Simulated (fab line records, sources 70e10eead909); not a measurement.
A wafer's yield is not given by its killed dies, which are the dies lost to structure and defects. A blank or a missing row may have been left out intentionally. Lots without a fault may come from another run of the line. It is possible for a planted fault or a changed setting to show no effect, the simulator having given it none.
Which tool was responsible? | flow nandHarc | Sampling: 13 lots, 39 wafers, 5 of 1302 route steps

## WHAT EACH GAUGE READ, for each wafer
NHARC_END_SORT_01. Usual: killedAtArray 63, standard deviation 27; killedAtOther 0.7, standard deviation 1.2; killedAtPeriphery 3.1, standard deviation 2; killedDies 67, standard deviation 28; killedOpen 3.0, standard deviation 1.9; killedShort 2.2, standard deviation 1.5.
lot  | measured     | on        | killedAtArray | killedAtOther | killedAtPeriphery | killedDies | killedOpen | killedShort | flag
L483 | day 31 19:34 | prober-02 | 56 62 56      | 2 4 0         | 11 15 15          | 69 81 71   | 1 2 2      | 2 2 1       | OFF
L484 | day 32 08:10 | prober-02 | 46 49 50      | 0 0 0         | 22 4 19           | 68 53 69   | 6 1 2      | 1 4 4       | OFF

## EACH LOT AND THE TOOL THAT RAN IT (in order: tool; ch and the chambers of the sampled wafers; start)
lot  | NHARC_P_CONTACT_CVD_23       | NHARC_THIN_TSV_ANNEAL_52        | NHARC_THIN_TSV_DEGAS_53     | NHARC_THIN_TSV_DESCUM_35
L467 | cvdW-01 ch 0,1, day 5 23:15  | rtpAnneal-02 ch 0, day 24 03:20 | pvdSputter-01, day 24 04:08 | rieDiel-07 ch 1,2,3, day 24 05:26
L468 | cvdW-02 ch 0,1, day 6 14:13  | rtpAnneal-01 ch 0, day 23 23:08 | pvdSputter-01, day 23 23:56 | rieDiel-10 ch 0,2,3, day 24 01:09
L469 | cvdW-01 ch 0,1, day 6 14:46  | rtpAnneal-01 ch 0, day 24 13:24 | pvdSputter-03, day 24 14:07 | rieDiel-05 ch 0,3, day 24 15:17
L470 | cvdW-02 ch 0,1, day 7 07:26  | rtpAnneal-01 ch 0, day 25 03:40 | pvdSputter-01, day 25 04:28 | rieDiel-05 ch 1,2,3, day 25 05:46
L471 | cvdW-02 ch 0,1, day 7 12:29  | rtpAnneal-02 ch 0, day 25 02:42 | pvdSputter-01, day 25 03:29 | rieDiel-07 ch 0,1, day 25 04:46
L472 | cvdW-01 ch 0,1, day 7 23:14  | rtpAnneal-02 ch 0, day 25 18:30 | pvdSputter-03, day 25 19:16 | rieDiel-07 ch 0,1,2, day 25 20:35
L473 | cvdW-01 ch 1, day 8 11:05    | rtpAnneal-01 ch 0, day 26 03:28 | pvdSputter-03, day 26 04:14 | rieDiel-05 ch 0,1,3, day 26 05:33
L474 | cvdW-02 ch 0,1, day 8 19:17  | rtpAnneal-02 ch 0, day 26 11:22 | pvdSputter-03, day 26 12:11 | rieDiel-07 ch 1,2,3, day 26 13:31
L475 | cvdW-01 ch 0,1, day 9 07:49  | rtpAnneal-02 ch 0, day 27 09:01 | pvdSputter-02, day 27 09:49 | rieDiel-05 ch 1,3, day 27 10:59
L476 | cvdW-01 ch 0, day 9 12:45    | rtpAnneal-02 ch 0, day 27 18:07 | pvdSputter-03, day 27 18:55 | rieDiel-05 ch 0,1,3, day 27 20:13
L478 | cvdW-02 ch 0, day 10 07:26   | rtpAnneal-01 ch 0, day 28 11:50 | pvdSputter-03, day 28 12:35 | rieDiel-10 ch 0,1,2, day 28 13:55
L483 | cvdW-01 ch 0, day 12 19:46   | rtpAnneal-02 ch 0, day 31 06:25 | pvdSputter-02, day 31 07:15 | rieDiel-05 ch 0,1,3, day 31 08:32
L484 | cvdW-01 ch 0,1, day 13 04:15 | rtpAnneal-02 ch 0, day 31 17:40 | pvdSputter-02, day 31 18:20 | rieDiel-07 ch 0,1,3, day 31 19:33
- NHARC_P_CONTACT_CVD_23: deposits W, target thk 200 nm, time 557 s.
- NHARC_THIN_TSV_ANNEAL_52: time 90 s.
- NHARC_THIN_TSV_DEGAS_53: time 60 s.
- NHARC_THIN_TSV_DESCUM_35: chemistry O2, time 3 s.

## WHAT THE TOOLS THEMSELVES READ (means of the sampled wafers that have a number; where no wafer has one, the mark that the record gives instead)
NHARC_P_CONTACT_CVD_23. Usual: heaterPowerW 421 W, standard deviation 31; mfcH2Sccm 1601 sccm, standard deviation 5; throttleValvePct 7.80 %, standard deviation 0.3.
lot  | tool    | heaterPowerW (W) | mfcH2Sccm (sccm) | throttleValvePct (%) | flag
L467 | cvdW-01 | 389              | 1602             | 7.94                 | 
L468 | cvdW-02 | 445              | 1600             | 7.83                 | 
L469 | cvdW-01 | 385              | 1606             | 7.79                 | 
L470 | cvdW-02 | 439              | 1599             | 7.55                 | 
L471 | cvdW-02 | 441              | 1600             | 7.48                 | 
L472 | cvdW-01 | 394              | 1606             | 7.82                 | 
L473 | cvdW-01 | 403              | 1608             | 8.02                 | 
L474 | cvdW-02 | 443              | 1598             | 7.72                 | 
L475 | cvdW-01 | 386              | 1604             | 7.84                 | 
L476 | cvdW-01 | 383              | 1597             | 7.81                 | 
L478 | cvdW-02 | 436              | 1603             | 7.44                 | 
L483 | cvdW-01 | 383              | 1600             | 7.94                 | 
L484 | cvdW-01 | 389              | 1603             | 7.89                 | 

NHARC_THIN_TSV_ANNEAL_52. Usual: wafer_temp_C_max at 226.2, with a standard deviation of 0.33.
lot  | tool         | wafer_temp_C_max | flag
L467 | rtpAnneal-02 | 226.4            | 
L468 | rtpAnneal-01 | 226.1            | 
L469 | rtpAnneal-01 | 226.0            | 
L470 | rtpAnneal-01 | 226.2            | 
L471 | rtpAnneal-02 | 226.5            | 
L472 | rtpAnneal-02 | 226.5            | 
L473 | rtpAnneal-01 | 226.0            | 
L474 | rtpAnneal-02 | 226.3            | 
L475 | rtpAnneal-02 | 226.0            | 
L476 | rtpAnneal-02 | 226.4            | 
L478 | rtpAnneal-01 | 226.0            | 
L483 | rtpAnneal-02 | 226.9            | 
L484 | rtpAnneal-02 | 226.3            | 

NHARC_THIN_TSV_DEGAS_53. Usual: heaterPowerW at 499 W, with a standard deviation of 53.
lot  | tool          | heaterPowerW (W) | flag
L467 | pvdSputter-01 | 505              | 
L468 | pvdSputter-01 | 515              | 
L469 | pvdSputter-03 | 483              | 
L470 | pvdSputter-01 | 515              | 
L471 | pvdSputter-01 | 527              | 
L472 | pvdSputter-03 | 462              | 
L473 | pvdSputter-03 | 473              | 
L474 | pvdSputter-03 | 464              | 
L475 | pvdSputter-02 | 547              | 
L476 | pvdSputter-03 | 444              | 
L478 | pvdSputter-03 | 409              | 
L483 | pvdSputter-02 | 520              | 
L484 | pvdSputter-02 | 558              | 

NHARC_THIN_TSV_DESCUM_35. Usual: chamberPressureMTorr 60.00 mTorr, standard deviation 0.056; drypumpMotorCurrentA 5.7 A, standard deviation 0.42; oesProductAu 1.007 a.u., standard deviation 0.015; rfVppV 57.9 V, standard deviation 0.91; showerheadPlenumPTorr 1.97 Torr, standard deviation 0.07; throttleValvePct 11.310 %, standard deviation 0.0085.
lot  | tool       | chamberPressureMTorr (mTorr) | drypumpMotorCurrentA (A) | oesProductAu (a.u.) | rfVppV (V) | showerheadPlenumPTorr (Torr) | throttleValvePct (%) | flag
L467 | rieDiel-07 | 60.04                        | 5.7                      | 1.008               | 58.1       | 1.98                         | 11.315               | 
L468 | rieDiel-10 | 59.96                        | 5.4                      | 1.016               | 57.3       | 1.91                         | 11.308               | 
L469 | rieDiel-05 | 60.04                        | 5.8                      | 1.018               | 58.1       | 2.01                         | 11.322               | 
L470 | rieDiel-05 | 60.00                        | 5.4                      | 1.002               | 58.6       | 1.97                         | 11.307               | 
L471 | rieDiel-07 | 59.96                        | 6.1                      | 1.007               | 58.3       | 1.97                         | 11.309               | 
L472 | rieDiel-07 | 59.99                        | 6.0                      | 1.015               | 57.8       | 1.98                         | 11.309               | 
L473 | rieDiel-05 | 60.03                        | 5.6                      | 1.010               | 57.3       | 1.97                         | 11.312               | 
L474 | rieDiel-07 | 60.04                        | 5.7                      | 1.012               | 58.2       | 1.98                         | 11.316               | 
L475 | rieDiel-05 | 59.96                        | 5.4                      | 0.999               | 58.3       | 1.93                         | 11.308               | 
L476 | rieDiel-05 | 60.01                        | 5.6                      | 1.013               | 57.8       | 1.97                         | 11.314               | 
L478 | rieDiel-10 | 60.02                        | 5.4                      | 0.988               | 56.9       | 1.86                         | 11.309               | 
L483 | rieDiel-05 | 59.92                        | 5.6                      | 1.010               | 56.9       | 1.97                         | 11.303               | 
L484 | rieDiel-07 | 60.05                        | 6.0                      | 1.001               | 58.3       | 2.01                         | 11.309               | 

## THE ANSWER, worked out from the rows above alone
Rule: take the mean of a lot's wafers that have a number; if it is more than 3 standard deviations from the usual mean, the lot is off. A lot without any number at a reading at which 4 lots or more have one is off too. Any other lot the step has rows for is counted as sound. Order of review: gauges by route order, followed by the tools' own readings, for which a lot's mean as printed above is used. At the first step where some lot is off, the reading lying furthest off is the one used; lots without a number count as furthest.
Off, at NHARC_END_SORT_01 on killedAtPeriphery: L483, L484. Neither off nor sound, because the step has no rows for them: L467, L468, L469, L470, L471, L472, L473, L474, L475, L476, L478.
A tool fits if, at a process step before that reading, it ran every lot that is off, and no sound lot after the first of them. Those tools and the gauges at NHARC_END_SORT_01 are tried in the same way. Can't be told from this: 4 tools fit, cvdW-01 at NHARC_P_CONTACT_CVD_23, rtpAnneal-02 at NHARC_THIN_TSV_ANNEAL_52, pvdSputter-02 at NHARC_THIN_TSV_DEGAS_53, prober-02 at NHARC_END_SORT_01.

## WHAT HAD BEEN PUT IN BY THE SIMULATOR
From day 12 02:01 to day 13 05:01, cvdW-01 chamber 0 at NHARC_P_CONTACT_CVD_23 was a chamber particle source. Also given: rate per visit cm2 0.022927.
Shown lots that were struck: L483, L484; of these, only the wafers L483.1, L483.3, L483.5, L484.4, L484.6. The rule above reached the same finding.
